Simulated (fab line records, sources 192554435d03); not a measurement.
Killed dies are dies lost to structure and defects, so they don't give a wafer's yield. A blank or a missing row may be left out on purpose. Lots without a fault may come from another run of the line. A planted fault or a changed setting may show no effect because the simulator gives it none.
Chamber matching | flow n5_finfet | N5_FIN_SAQP_SPACER2_ETCHBACK_29 on rie_diel-06: 4 sister chambers
The step etches SiO2 in CHF3/O2, target depth 12.2 nm, time 6.1 s. 7 wafers are shown with their chamber, then 8 later ones without.

WAFERS WITH THEIR CHAMBER
wafer  | chamber | drypump_motor_current_A (A) | throttle_valve_pct (%)
L081.1 | 3       | 5.4                         | 18.69
L083.5 | 3       | 5.4                         | 18.71
L085.6 | 1       | 5.8                         | 19.09
L090.1 | 2       | 6.8                         | 19.34
L090.4 | 0       | 5.8                         | 18.97
L090.5 | 2       | 6.8                         | 19.34
L092.1 | 0       | 5.7                         | 18.96

WAFERS WITHOUT THEIR CHAMBER
wafer  | drypump_motor_current_A (A) | throttle_valve_pct (%)
L092.4 | 5.4                         | 18.73
L092.5 | 5.8                         | 19.14
L093.1 | 5.8                         | 18.96
L093.4 | 5.8                         | 19.13
L093.6 | 5.4                         | 18.72
L097.2 | 5.4                         | 18.74
L097.4 | 5.8                         | 18.98
L097.6 | 5.4                         | 18.74

WHICH CHAMBER EACH WENT THROUGH
wafer  | from the rows above | in truth
L092.4 | 3                   | 3
L092.5 | 1                   | 1
L093.1 | 0                   | 0
L093.4 | 1                   | 1
L093.6 | 3                   | 3
L097.2 | 3                   | 3
L097.4 | 0                   | 0
L097.6 | 3                   | 3
Placed correctly: 8 of 8. Can't be placed from these rows: 0. Placed wrongly: 0.
How it was worked out, from the rows above alone: a wafer's distance from a chamber is the root of the sum, over the readings, of the square of ((its reading less the chamber's mean) divided by the reading's scatter). The wafer belongs to the nearest chamber; if the next one is less than 2 further off, it can't be placed. A chamber's mean is the mean of its shown wafers. The scatter: the root of (the sum of the squares of (reading less its chamber's mean) over the shown wafers, divided by (wafers less chambers)).
